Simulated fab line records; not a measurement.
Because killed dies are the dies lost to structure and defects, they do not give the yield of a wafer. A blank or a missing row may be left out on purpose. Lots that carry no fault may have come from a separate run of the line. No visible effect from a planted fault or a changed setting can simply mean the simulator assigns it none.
fab line records | flow n5Finfet
record lots=7 | wafers=21
route steps=1938 shown WELL_APT@24 PMOS_HMC_CHANNEL_EPI@63 FIN_CUT@155 SD_EPI_N@267 SD_EPI_P@300
startH: hours from the record's first day to the start of the lot's first wafer shown | waitH: time in hours since the lot's previous step | " same as the row above | L1.1+2: a single row standing in for several wafers | - no value, or no start was given | * or withheld: withheld | < > ~ a bound
route shown NAME@n: NAME is a module with steps in the file, n the number in the route of the first one | usual: mean/standard deviation of fault-free wafers | same: alike in all rows | chamber/n: place in a boat | sites: the reading at each site | _std_site: the values' standard deviation | _edge_site: outer sites' mean less inner sites' | radiusMm: for every site, how far away it sits from the centre of the wafer | mask NAME#n: copy n | behind: the last tool/chamber to shape the wafer | hold: why the lot was held/for how many hours/how that ended | device: the transistor (n, p or np) that didn't switch | end of line: tests of these same wafers at the route's end | for a step that has no rows: nothing shown but its recipe | killed: dies lost to structure and defects at the first sort, not the wafer's yield | map: per-die view of a wafer (x killed, . not killed, _ where there is no die)
set.NAME: setting as actually run; set.NAME@STEP: the setting as run at that earlier step | model.NAME: the simulator's own value behind a step, which no gauge read
one table per step and one row per wafer, for lots whose settings were changed on purpose
## steps
# step N5_WELL_APT_EXPOSE_05
# recipe maskId=NWELL | na=0.8 | sourceShape=conventional | sigmaOuter=0.8 | polarization=unpolarized | defocusNm=0 | targetCdNm=200 | doseMj=20.3
lot.wafer  | tool          | chamber | startH | waitH | mask    | set.doseMj
L076.1+5   | krfScanner-01 | 0       | 25.63  | -     | NWELL#0 | 20.3
L076.2     | "             | 0       | "      | "     | NWELL#0 | 19.2
L080.3+5   | krfScanner-01 | 0       | 49.54  | -     | NWELL#0 | 21.25
L080.6     | "             | 0       | "      | "     | NWELL#0 | 20.3
L088.2     | krfScanner-02 | 0       | 97.56  | -     | NWELL#0 | 19.1
L088.5+6   | "             | 0       | "      | "     | NWELL#0 | 20.3
L089.2+5+6 | krfScanner-02 | 0       | 103.55 | -     | NWELL#0 | 20.3
L092.1+3   | krfScanner-02 | 0       | 121.44 | -     | NWELL#0 | 20.3
L092.4     | "             | 0       | "      | "     | NWELL#0 | 21.31
L095.1     | krfScanner-01 | 0       | 139.86 | -     | NWELL#0 | 19.9
L095.4+6   | "             | 0       | "      | "     | NWELL#0 | 20.3
L097.2+3   | krfScanner-01 | 0       | 151.64 | -     | NWELL#0 | 20.3
L097.6     | "             | 0       | "      | "     | NWELL#0 | 21.73
# step N5_WELL_APT_PEB_06
# recipe pebTempC=130 | pebTimeS=90
# step N5_WELL_APT_DEVELOP_07
# recipe developTimeS=45 | rinseLiquid=surfactantRinse | dry=airSpin | devTempC=21
# step N5_WELL_APT_HARDBAKE_12
# recipe tempC=130 | timeS=120
# step N5_WELL_APT_CD_MEAS_08
# recipe targetCdNm=200 | landingEnergyEv=500 | detector=seInlens
# usual cdNm=200.0/1.4
lot.wafer | tool     | chamber | startH | waitH | set.doseMj@WELL_APT_EXPOSE_05 | cdNm
L076.1    | cdSem-03 | 0       | 25.81  | -     | 20.3                          | 200.8
L076.2    | "        | 0       | "      | "     | 19.2                          | 191.5
L076.5    | "        | 0       | "      | "     | 20.3                          | 200.2
L080.3    | cdSem-02 | 0       | 49.71  | -     | 21.25                         | 208.3
L080.5    | "        | 0       | "      | "     | 21.25                         | 208.1
L080.6    | "        | 0       | "      | "     | 20.3                          | 200.5
L088.2    | cdSem-02 | 0       | 97.73  | -     | 19.1                          | 190.4
L088.5    | "        | 0       | "      | "     | 20.3                          | 198.3
L088.6    | "        | 0       | "      | "     | 20.3                          | 199.2
L089.2    | cdSem-01 | 0       | 103.72 | -     | 20.3                          | 197.2
L089.5    | "        | 0       | "      | "     | 20.3                          | 198.6
L089.6    | "        | 0       | "      | "     | 20.3                          | 198.8
L092.1    | cdSem-02 | 0       | 121.61 | -     | 20.3                          | 200.6
L092.3    | "        | 0       | "      | "     | 20.3                          | 199.4
L092.4    | "        | 0       | "      | "     | 21.31                         | 207.5
L095.1    | cdSem-01 | 0       | 140.03 | -     | 19.9                          | 197.5
L095.4    | "        | 0       | "      | "     | 20.3                          | 202.8
L095.6    | "        | 0       | "      | "     | 20.3                          | 199.5
L097.2    | cdSem-03 | 0       | 151.81 | -     | 20.3                          | 201.3
L097.3    | "        | 0       | "      | "     | 20.3                          | 197.9
L097.6    | "        | 0       | "      | "     | 21.73                         | 210.8
# step N5_WELL_APT_DESCUM_13
# recipe chemistry=O2 | timeS=7.9 | sourcePowerW=50 | biasPowerW=20 | pressureMtorr=20 | rfFrequencyHz=2.712e+07 | tempC=40 | o2FlowSccm=225
lot.wafer | tool       | chamber | startH | waitH | set.doseMj@WELL_APT_EXPOSE_05 | model.WELL_APT.cdNm
L076.1    | rieDiel-01 | 2       | 26.00  | 0.1   | 20.3                          | 200.7
L076.2    | "          | 3       | "      | "     | 19.2                          | 191.8
L076.5    | "          | 0       | "      | "     | 20.3                          | 199.5
L080.3+5  | rieDiel-06 | 3,2     | 49.79  | 0.0   | 21.25                         | 208
L080.6    | "          | 1       | "      | "     | 20.3                          | 200.5
L088.2    | rieDiel-06 | 0       | 97.82  | 0.0   | 19.1                          | 190.6
L088.5    | "          | 1       | "      | "     | 20.3                          | 198
L088.6    | "          | 2       | "      | "     | 20.3                          | 199.1
L089.2    | rieDiel-01 | 3       | 103.91 | 0.1   | 20.3                          | 197.3
L089.5    | "          | 3       | "      | "     | 20.3                          | 198.6
L089.6    | "          | 0       | "      | "     | 20.3                          | 199.1
L092.1    | rieDiel-03 | 3       | 121.70 | 0.0   | 20.3                          | 200.3
L092.3    | "          | 1       | "      | "     | 20.3                          | 199.2
L092.4    | "          | 1       | "      | "     | 21.31                         | 207
L095.1    | rieDiel-03 | 0       | 140.25 | 0.2   | 19.9                          | 197.6
L095.4    | "          | 1       | "      | "     | 20.3                          | 202.5
L095.6    | "          | 2       | "      | "     | 20.3                          | 199.1
L097.2    | rieDiel-06 | 1       | 151.89 | 0.0   | 20.3                          | 201
L097.3    | "          | 3       | "      | "     | 20.3                          | 197.8
L097.6    | "          | 0       | "      | "     | 21.73                         | 211.5
# step N5_WELL_APT_COAT_19
# recipe spinRpm=1357 | resistThkNm=950
lot.wafer | tool          | chamber | startH | waitH | set.spinRpm | model.coat_of_WELL_APT_COAT_19.thkNm
L076.1    | lithoTrack-05 | 0       | -      | -     | 1357        | 955.9
L076.2    | "             | 0       | "      | "     | 1357        | 953.1
L076.5    | "             | 0       | "      | "     | 1491        | 908.6
L080.3    | lithoTrack-03 | 0       | -      | -     | 1497        | 902.4
L080.5    | "             | 0       | "      | "     | 1357        | 947.1
L080.6    | "             | 0       | "      | "     | 1357        | 947.8
L088.2    | lithoTrack-05 | 0       | -      | -     | 1273        | 981.8
L088.5    | "             | 0       | "      | "     | 1357        | 952
L088.6    | "             | 0       | "      | "     | 1273        | 982.2
L089.2    | lithoTrack-03 | 0       | -      | -     | 1357        | 950
L089.5    | "             | 0       | "      | "     | 1357        | 950.2
L089.6    | "             | 0       | "      | "     | 1357        | 951.4
L092.1    | lithoTrack-03 | 0       | -      | -     | 1498        | 902.5
L092.3    | "             | 0       | "      | "     | 1357        | 949.1
L092.4    | "             | 0       | "      | "     | 1357        | 950.4
L095.1    | lithoTrack-05 | 0       | -      | -     | 1357        | 952
L095.4    | "             | 0       | "      | "     | 1357        | 948.4
L095.6    | "             | 0       | "      | "     | 1357        | 951.5
L097.2    | lithoTrack-03 | 0       | -      | -     | 1484        | 912.1
L097.3    | "             | 0       | "      | "     | 1357        | 951.9
L097.6    | "             | 0       | "      | "     | 1484        | 913.7
# step N5_PMOS_HMC_CHANNEL_EPI_PEB_07
# recipe pebTempC=110 | pebTimeS=60 | resist=CAR-ArF-block
lot.wafer  | tool          | chamber | startH | waitH | set.pebTimeS
L076.1     | lithoTrack-01 | 0       | 29.31  | 0.1   | 47.96
L076.2+5   | "             | 0       | "      | "     | 60
L080.3+5+6 | lithoTrack-04 | 0       | 52.93  | 0.0   | 60
L088.2+5   | lithoTrack-01 | 0       | 101.03 | 0.0   | 60
L088.6     | "             | 0       | "      | "     | 50.55
L089.2+5+6 | lithoTrack-04 | 0       | 107.05 | 0.0   | 60
L092.1+3   | lithoTrack-04 | 0       | 125.17 | 0.1   | 65.21
L092.4     | "             | 0       | "      | "     | 60
L095.1+6   | lithoTrack-01 | 0       | 143.60 | 0.1   | 60
L095.4     | "             | 0       | "      | "     | 70.61
L097.2     | lithoTrack-04 | 0       | 155.39 | 0.0   | 47.97
L097.3+6   | "             | 0       | "      | "     | 60
# step N5_PMOS_HMC_CHANNEL_EPI_DEVELOP_08
# recipe developTimeS=30 | developer=TMAH | resist=CAR-ArF-block | devTempC=23 | rinseLiquid=diw | dry=airSpin
lot.wafer  | tool          | chamber | startH | waitH | set.developTimeS
L076.1+5   | lithoTrack-01 | 0       | -      | -     | 35.53
L076.2     | "             | 0       | "      | "     | 30
L080.3+6   | lithoTrack-04 | 0       | -      | -     | 30
L080.5     | "             | 0       | "      | "     | 32.65
L088.2+6   | lithoTrack-01 | 0       | -      | -     | 30
L088.5     | "             | 0       | "      | "     | 26.06
L089.2+5+6 | lithoTrack-04 | 0       | -      | -     | 30
L092.1     | lithoTrack-04 | 0       | -      | -     | 27.93
L092.3+4   | "             | 0       | "      | "     | 30
L095.1+4   | lithoTrack-01 | 0       | -      | -     | 28.03
L095.6     | "             | 0       | "      | "     | 30
L097.2+3   | lithoTrack-04 | 0       | -      | -     | 36.39
L097.6     | "             | 0       | "      | "     | 30
# step N5_PMOS_HMC_CHANNEL_EPI_CD_MEAS_09
# recipe targetCdNm=237.4 | landingEnergyEv=500 | detector=seInlens
# usual cdNm=237.3/1.1
lot.wafer | tool     | chamber | startH | waitH | set.pebTimeS@PMOS_HMC_CHANNEL_EPI_PEB_07 | cdNm
L076.1    | cdSem-02 | 0       | 29.38  | -     | 47.96                                    | 228.1
L076.2    | "        | 0       | "      | "     | 60                                       | 236.8
L076.5    | "        | 0       | "      | "     | 60                                       | 237.2
L080.3    | cdSem-03 | 0       | 53.00  | -     | 60                                       | 239.3
L080.5    | "        | 0       | "      | "     | 60                                       | 237.4
L080.6    | "        | 0       | "      | "     | 60                                       | 236.4
L088.2    | cdSem-03 | 0       | 101.10 | -     | 60                                       | 236.2
L088.5    | "        | 0       | "      | "     | 60                                       | 234.7
L088.6    | "        | 0       | "      | "     | 50.55                                    | 229.4
L089.2    | cdSem-03 | 0       | 107.12 | -     | 60                                       | 238.9
L089.5    | "        | 0       | "      | "     | 60                                       | 238.7
L089.6    | "        | 0       | "      | "     | 60                                       | 237.7
L092.1    | cdSem-02 | 0       | 125.23 | -     | 65.21                                    | 241.4
L092.3    | "        | 0       | "      | "     | 65.21                                    | 242.1
L092.4    | "        | 0       | "      | "     | 60                                       | 237.0
L095.1    | cdSem-01 | 0       | 143.67 | -     | 60                                       | 236.2
L095.4    | "        | 0       | "      | "     | 70.61                                    | 242.5
L095.6    | "        | 0       | "      | "     | 60                                       | 238.0
L097.2    | cdSem-03 | 0       | 155.46 | -     | 47.97                                    | 230.7
L097.3    | "        | 0       | "      | "     | 60                                       | 239.2
L097.6    | "        | 0       | "      | "     | 60                                       | 238.6
# step N5_PMOS_HMC_CHANNEL_EPI_DESCUM_14
# recipe chemistry=O2 | timeS=7.9 | sourcePowerW=50 | biasPowerW=20 | pressureMtorr=20 | rfFrequencyHz=2.712e+07 | tempC=40 | resist=CAR-ArF-block | o2FlowSccm=225
lot.wafer | tool       | chamber | startH | waitH | set.pebTimeS@PMOS_HMC_CHANNEL_EPI_PEB_07 | model.PMOS_HMC_CHANNEL_EPI.cdNm
L076.1    | rieDiel-04 | 1       | 29.65  | 0.2   | 47.96                                    | 228.4
L076.2    | "          | 3       | "      | "     | 60                                       | 236.7
L076.5    | "          | 3       | "      | "     | 60                                       | 237.1
L080.3    | rieDiel-05 | 0       | 53.10  | 0.1   | 60                                       | 239.3
L080.5    | "          | 2       | "      | "     | 60                                       | 237.4
L080.6    | "          | 3       | "      | "     | 60                                       | 236.5
L088.2    | rieDiel-02 | 1       | 101.18 | 0.0   | 60                                       | 236.3
L088.5    | "          | 0       | "      | "     | 60                                       | 234.8
L088.6    | "          | 1       | "      | "     | 50.55                                    | 229.3
L089.2    | rieDiel-04 | 0       | 107.21 | 0.0   | 60                                       | 239
L089.5    | "          | 2       | "      | "     | 60                                       | 238.7
L089.6    | "          | 3       | "      | "     | 60                                       | 237.7
L092.1    | rieDiel-05 | 0       | 125.32 | 0.0   | 65.21                                    | 241.2
L092.3    | "          | 3       | "      | "     | 65.21                                    | 241.8
L092.4    | "          | 1       | "      | "     | 60                                       | 237
L095.1    | rieDiel-02 | 2       | 143.97 | 0.3   | 60                                       | 236.2
L095.4    | "          | 3       | "      | "     | 70.61                                    | 242.7
L095.6    | "          | 2       | "      | "     | 60                                       | 237.5
L097.2    | rieDiel-05 | 0       | 155.54 | 0.0   | 47.97                                    | 230.9
L097.3    | "          | 3       | "      | "     | 60                                       | 239.1
L097.6    | "          | 2       | "      | "     | 60                                       | 238.5
# step N5_PMOS_HMC_CHANNEL_EPI_ETCH_32
# recipe chemistry=N2/H2 | target=BARC | stopOn=SiO2 | targetDepthA=858 | overEtchFrac=0.3 | timeS=50.3 | ionEnergyEv=200 | maskMaterial=CAR-ArF-block | pressureMtorr=30 | sourceW=840 | biasW=150 | n2FlowSccm=200 | h2FlowSccm=200
lot.wafer | tool       | chamber | startH | waitH | set.pebTimeS@PMOS_HMC_CHANNEL_EPI_PEB_07 | model.PMOS_HMC_CHANNEL_EPI.cdNm
L076.1    | rieDiel-04 | 1       | 29.68  | 0.0   | 47.96                                    | 230.5
L076.2    | "          | 3       | "      | "     | 60                                       | 239.8
L076.5    | "          | 3       | "      | "     | 60                                       | 239.5
L080.3    | rieDiel-05 | 0       | 53.14  | 0.0   | 60                                       | 241.9
L080.5    | "          | 2       | "      | "     | 60                                       | 239.5
L080.6    | "          | 3       | "      | "     | 60                                       | 239
L088.2    | rieDiel-02 | 1       | 101.22 | 0.0   | 60                                       | 238.8
L088.5    | "          | 0       | "      | "     | 60                                       | 238.5
L088.6    | "          | 1       | "      | "     | 50.55                                    | 232.2
L089.2    | rieDiel-04 | 0       | 107.24 | 0.0   | 60                                       | 241.1
L089.5    | "          | 2       | "      | "     | 60                                       | 241.6
L089.6    | "          | 3       | "      | "     | 60                                       | 240.5
L092.1    | rieDiel-05 | 0       | 125.36 | 0.0   | 65.21                                    | 243.4
L092.3    | "          | 3       | "      | "     | 65.21                                    | 243.3
L092.4    | "          | 1       | "      | "     | 60                                       | 238.5
L095.1    | rieDiel-02 | 2       | 144.01 | 0.0   | 60                                       | 237.9
L095.4    | "          | 3       | "      | "     | 70.61                                    | 245.6
L095.6    | "          | 2       | "      | "     | 60                                       | 239.6
L097.2    | rieDiel-05 | 0       | 155.58 | 0.0   | 47.97                                    | 233.7
L097.3    | "          | 3       | "      | "     | 60                                       | 241.1
L097.6    | "          | 2       | "      | "     | 60                                       | 240.2
# step N5_FIN_CUT_COAT_19
# recipe resist=SiARC | tempC=220 | timeS=60 | spinRpm=1500 | resistThkNm=20
lot.wafer  | tool          | chamber | startH | waitH | set.spinRpm | model.SiARC_of_FIN_CUT_COAT_19.thkNm
L076.1+2+5 | lithoTrack-02 | 0       | -      | -     | 1667        | 19
L080.3     | lithoTrack-05 | 0       | -      | -     | 1616        | 19.2
L080.5+6   | "             | 0       | "      | "     | 1500        | 20
L088.2+5+6 | lithoTrack-04 | 0       | -      | -     | 1500        | 20
L089.2+5+6 | lithoTrack-02 | 0       | -      | -     | 1500        | 20
L092.1+4   | lithoTrack-05 | 0       | -      | -     | 1633        | 19.2
L092.3     | "             | 0       | "      | "     | 1500        | 20
L095.1+4+6 | lithoTrack-05 | 0       | -      | -     | 1592        | 19.4
L097.2+3+6 | lithoTrack-04 | 0       | -      | -     | 1500        | 20
# step N5_FIN_CUT_COAT_29
# recipe resist=underlayer | tempC=205 | timeS=60 | spinRpm=1500 | resistThkNm=10
# step N5_FIN_CUT_COAT_02
# recipe resist=CAR-EUV | spinRpm=1500 | resistThkNm=30
# step N5_FIN_CUT_DESCUM_13
# recipe chemistry=O2 | timeS=7 | sourcePowerW=50 | biasPowerW=20 | pressureMtorr=20 | rfFrequencyHz=2.712e+07 | tempC=40 | resist=CAR-EUV | o2FlowSccm=225
# step N5_FIN_CUT_ETCH_30
# recipe chemistry=N2/H2 | target=underlayer | targetDepthA=130 | maskMaterial=CAR-EUV | timeS=10.4 | ionEnergyEv=200 | pressureMtorr=30 | sourceW=840 | biasW=150 | n2FlowSccm=200 | h2FlowSccm=200 | ends=cleared
# step N5_FIN_CUT_ETCH_20
# recipe chemistry=CF4 | target=SiARC | targetDepthA=260 | maskMaterial=CAR-EUV | timeS=43.3 | ionEnergyEv=80 | pressureMtorr=40 | sourceW=545 | biasW=36 | Ar_flow_sccm=100 | cf4FlowSccm=100 | ends=cleared
lot.wafer | tool       | chamber | startH | waitH | set.spinRpm@FIN_CUT_COAT_19 | model.etch.depthNm
L076.1+2  | rieDiel-05 | 1,3     | 38.73  | 0.0   | 1667                        | 18.98
L076.5    | "          | 2       | "      | "     | 1667                        | 18.91
L080.3    | rieDiel-05 | 3       | 62.92  | 0.0   | 1616                        | 19.25
L080.5    | "          | 1       | "      | "     | 1500                        | 19.97
L080.6    | "          | 0       | "      | "     | 1500                        | 19.99
L088.2    | rieDiel-04 | 2       | 110.74 | 0.0   | 1500                        | 20.01
L088.5    | "          | 2       | "      | "     | 1500                        | 20.07
L088.6    | "          | 3       | "      | "     | 1500                        | 20.06
L089.2    | rieDiel-05 | 0       | 117.36 | 0.0   | 1500                        | 19.96
L089.5    | "          | 2       | "      | "     | 1500                        | 19.94
L089.6    | "          | 1       | "      | "     | 1500                        | 19.93
L092.1    | rieDiel-02 | 2       | 135.78 | 0.0   | 1633                        | 19.13
L092.3    | "          | 3       | "      | "     | 1500                        | 20
L092.4    | "          | 0       | "      | "     | 1633                        | 19.17
L095.1    | rieDiel-04 | 1       | 153.08 | 0.0   | 1592                        | 19.39
L095.4    | "          | 2       | "      | "     | 1592                        | 19.34
L095.6    | "          | 3       | "      | "     | 1592                        | 19.4
L097.2    | rieDiel-02 | 3       | 169.53 | 0.0   | 1500                        | 20.03
L097.3    | "          | 2       | "      | "     | 1500                        | 20.06
L097.6    | "          | 3       | "      | "     | 1500                        | 19.98
# step N5_SD_EPI_N_EXPOSE_06
# recipe maskId=SD_N_BLK | na=1.35 | sourceShape=conventional | sigmaOuter=0.8 | polarization=unpolarized | targetCdNm=120 | doseMj=39.75
lot.wafer  | tool           | chamber | startH | waitH | mask       | set.doseMj
L076.1+2+5 | arfiScanner-01 | 0       | 61.27  | -     | SD_N_BLK#0 | 39.75
L080.3+5   | arfiScanner-02 | 0       | 84.19  | -     | SD_N_BLK#0 | 41.01
L080.6     | "              | 0       | "      | "     | SD_N_BLK#0 | 39.75
L088.2     | arfiScanner-01 | 0       | 135.35 | -     | SD_N_BLK#0 | 40.65
L088.5+6   | "              | 0       | "      | "     | SD_N_BLK#0 | 39.75
L089.2+5+6 | arfiScanner-03 | 0       | 138.52 | -     | SD_N_BLK#0 | 39.75
L092.1     | arfiScanner-02 | 0       | 156.95 | -     | SD_N_BLK#0 | 38.48
L092.3+4   | "              | 0       | "      | "     | SD_N_BLK#0 | 39.75
L095.1+6   | arfiScanner-01 | 0       | 174.29 | -     | SD_N_BLK#0 | 38.04
L095.4     | "              | 0       | "      | "     | SD_N_BLK#0 | 39.75
L097.2+3+6 | arfiScanner-01 | 0       | 191.84 | -     | SD_N_BLK#0 | 39.75
# step N5_SD_EPI_N_DEVELOP_08
# recipe developTimeS=30 | developer=TMAH | resist=CAR-ArF-block | devTempC=23 | rinseLiquid=diw | dry=airSpin
lot.wafer  | tool          | chamber | startH | waitH | set.developTimeS
L076.1     | lithoTrack-05 | 0       | -      | -     | 30
L076.2+5   | "             | 0       | "      | "     | 36.16
L080.3+5+6 | lithoTrack-03 | 0       | -      | -     | 30
L088.2+5   | lithoTrack-02 | 0       | -      | -     | 30
L088.6     | "             | 0       | "      | "     | 27.33
L089.2+5+6 | lithoTrack-03 | 0       | -      | -     | 30
L092.1+3+4 | lithoTrack-03 | 0       | -      | -     | 30
L095.1     | lithoTrack-03 | 0       | -      | -     | 30
L095.4+6   | "             | 0       | "      | "     | 33.54
L097.2     | lithoTrack-02 | 0       | -      | -     | 27.43
L097.3+6   | "             | 0       | "      | "     | 30
# step N5_SD_EPI_N_CD_MEAS_09
# recipe targetCdNm=120 | landingEnergyEv=500 | detector=seInlens
# usual cdNm=120.1/0.63
lot.wafer | tool     | chamber | startH | waitH | set.doseMj@SD_EPI_N_EXPOSE_06 | cdNm
L076.1    | cdSem-02 | 0       | 61.39  | -     | 39.75                         | 120.6
L076.2    | "        | 0       | "      | "     | 39.75                         | 121.0
L076.5    | "        | 0       | "      | "     | 39.75                         | 120.7
L080.3    | cdSem-01 | 0       | 84.30  | -     | 41.01                         | 122.2
L080.5    | "        | 0       | "      | "     | 41.01                         | 123.0
L080.6    | "        | 0       | "      | "     | 39.75                         | 120.7
L088.2    | cdSem-02 | 0       | 135.47 | -     | 40.65                         | 122.3
L088.5    | "        | 0       | "      | "     | 39.75                         | 120.1
L088.6    | "        | 0       | "      | "     | 39.75                         | 120.0
L089.2    | cdSem-03 | 0       | 138.64 | -     | 39.75                         | 119.4
L089.5    | "        | 0       | "      | "     | 39.75                         | 119.5
L089.6    | "        | 0       | "      | "     | 39.75                         | 119.9
L092.1    | cdSem-01 | 0       | 157.07 | -     | 38.48                         | 118.4
L092.3    | "        | 0       | "      | "     | 39.75                         | 119.0
L092.4    | "        | 0       | "      | "     | 39.75                         | 120.4
L095.1    | cdSem-03 | 0       | 174.42 | -     | 38.04                         | 117.4
L095.4    | "        | 0       | "      | "     | 39.75                         | 121.4
L095.6    | "        | 0       | "      | "     | 38.04                         | 118.2
L097.2    | cdSem-03 | 0       | 191.96 | -     | 39.75                         | 119.9
L097.3    | "        | 0       | "      | "     | 39.75                         | 121.4
L097.6    | "        | 0       | "      | "     | 39.75                         | 120.2
# step N5_SD_EPI_N_DESCUM_14
# recipe chemistry=O2 | timeS=7.9 | sourcePowerW=50 | biasPowerW=20 | pressureMtorr=20 | rfFrequencyHz=2.712e+07 | tempC=40 | resist=CAR-ArF-block | o2FlowSccm=225
lot.wafer | tool       | chamber | startH | waitH | set.doseMj@SD_EPI_N_EXPOSE_06 | model.SD_EPI_N.cdNm
L076.1    | rieDiel-01 | 0       | 61.48  | 0.0   | 39.75                         | 120.2
L076.2    | "          | 3       | "      | "     | 39.75                         | 120.8
L076.5    | "          | 3       | "      | "     | 39.75                         | 121
L080.3    | rieDiel-03 | 2       | 84.39  | 0.0   | 41.01                         | 122.4
L080.5    | "          | 2       | "      | "     | 41.01                         | 123
L080.6    | "          | 1       | "      | "     | 39.75                         | 120.8
L088.2    | rieDiel-01 | 0       | 135.56 | 0.0   | 40.65                         | 122
L088.5    | "          | 0       | "      | "     | 39.75                         | 120
L088.6    | "          | 3       | "      | "     | 39.75                         | 119.8
L089.2+5  | rieDiel-06 | 2       | 139.03 | 0.3   | 39.75                         | 119.4
L089.6    | "          | 3       | "      | "     | 39.75                         | 120
L092.1    | rieDiel-03 | 0       | 157.16 | 0.0   | 38.48                         | 118.4
L092.3    | "          | 3       | "      | "     | 39.75                         | 119.4
L092.4    | "          | 2       | "      | "     | 39.75                         | 120.2
L095.1    | rieDiel-06 | 1       | 174.51 | 0.0   | 38.04                         | 117.6
L095.4    | "          | 1       | "      | "     | 39.75                         | 121.8
L095.6    | "          | 3       | "      | "     | 38.04                         | 118.2
L097.2+6  | rieDiel-03 | 2       | 192.04 | 0.0   | 39.75                         | 119.8
L097.3    | "          | 0       | "      | "     | 39.75                         | 121.4
# step N5_SD_EPI_P_EXPOSE_06
# recipe maskId=SD_P_BLK | na=1.35 | sourceShape=conventional | sigmaOuter=0.8 | polarization=unpolarized | targetCdNm=240 | doseMj=39.5
lot.wafer  | tool           | chamber | startH | waitH | mask       | set.doseMj
L076.1     | arfiScanner-03 | 0       | 66.09  | -     | SD_P_BLK#0 | 39.5
L076.2+5   | "              | 0       | "      | "     | SD_P_BLK#0 | 37.43
L080.3     | arfiScanner-03 | 0       | 89.64  | -     | SD_P_BLK#0 | 38.31
L080.5+6   | "              | 0       | "      | "     | SD_P_BLK#0 | 39.5
L088.2+6   | arfiScanner-03 | 0       | 140.76 | -     | SD_P_BLK#0 | 39.5
L088.5     | "              | 0       | "      | "     | SD_P_BLK#0 | 41.67
L089.2+5+6 | arfiScanner-03 | 0       | 143.48 | -     | SD_P_BLK#0 | 39.5
L092.1+4   | arfiScanner-02 | 0       | 161.47 | -     | SD_P_BLK#0 | 41.71
L092.3     | "              | 0       | "      | "     | SD_P_BLK#0 | 39.5
L095.1+6   | arfiScanner-01 | 0       | 179.07 | -     | SD_P_BLK#0 | 42.24
L095.4     | "              | 0       | "      | "     | SD_P_BLK#0 | 39.5
L097.2+6   | arfiScanner-03 | 0       | 196.48 | -     | SD_P_BLK#0 | 38.66
L097.3     | "              | 0       | "      | "     | SD_P_BLK#0 | 39.5
## key
split step=N5_WELL_APT_EXPOSE_05 | setting=doseMj | stated=20.3 | by=wafer
response step=N5_WELL_APT_CD_MEAS_08 | reading=cdNm | change=+1.56 | per=1% | r=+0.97
response step=N5_WELL_APT_DESCUM_13 | reading=model.WELL_APT.cdNm | change=+1.55 | per=1% | r=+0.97
split step=N5_WELL_APT_COAT_19 | setting=spinRpm | stated=1357 | by=wafer
response step=N5_WELL_APT_COAT_19 | reading=model.coat_of_WELL_APT_COAT_19.thkNm | change=-4.48 | per=1% | r=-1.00
split step=N5_PMOS_HMC_CHANNEL_EPI_PEB_07 | setting=pebTimeS | stated=60 | by=wafer
response step=N5_PMOS_HMC_CHANNEL_EPI_CD_MEAS_09 | reading=cdNm | change=+0.398 | per=1% | r=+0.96
response step=N5_PMOS_HMC_CHANNEL_EPI_DESCUM_14 | reading=model.PMOS_HMC_CHANNEL_EPI.cdNm | change=+0.396 | per=1% | r=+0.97
response step=N5_PMOS_HMC_CHANNEL_EPI_ETCH_32 | reading=model.PMOS_HMC_CHANNEL_EPI.cdNm | change=+0.407 | per=1% | r=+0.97
split step=N5_PMOS_HMC_CHANNEL_EPI_DEVELOP_08 | setting=developTimeS | stated=30 | by=wafer
response none clear
split step=N5_FIN_CUT_COAT_19 | setting=spinRpm | stated=1500 | by=wafer
response step=N5_FIN_CUT_COAT_19 | reading=model.SiARC_of_FIN_CUT_COAT_19.thkNm | change=-0.0959 | per=1% | r=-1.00
response step=N5_FIN_CUT_ETCH_20 | reading=model.etch.depthNm | change=-0.095 | per=1% | r=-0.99
split step=N5_SD_EPI_N_EXPOSE_06 | setting=doseMj | stated=39.75 | by=wafer
response step=N5_SD_EPI_N_CD_MEAS_09 | reading=cdNm | change=+0.705 | per=1% | r=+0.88
response step=N5_SD_EPI_N_DESCUM_14 | reading=model.SD_EPI_N.cdNm | change=+0.73 | per=1% | r=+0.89
split step=N5_SD_EPI_N_DEVELOP_08 | setting=developTimeS | stated=30 | by=wafer
response none clear
split step=N5_SD_EPI_P_EXPOSE_06 | setting=doseMj | stated=39.5 | by=wafer
response none in this file
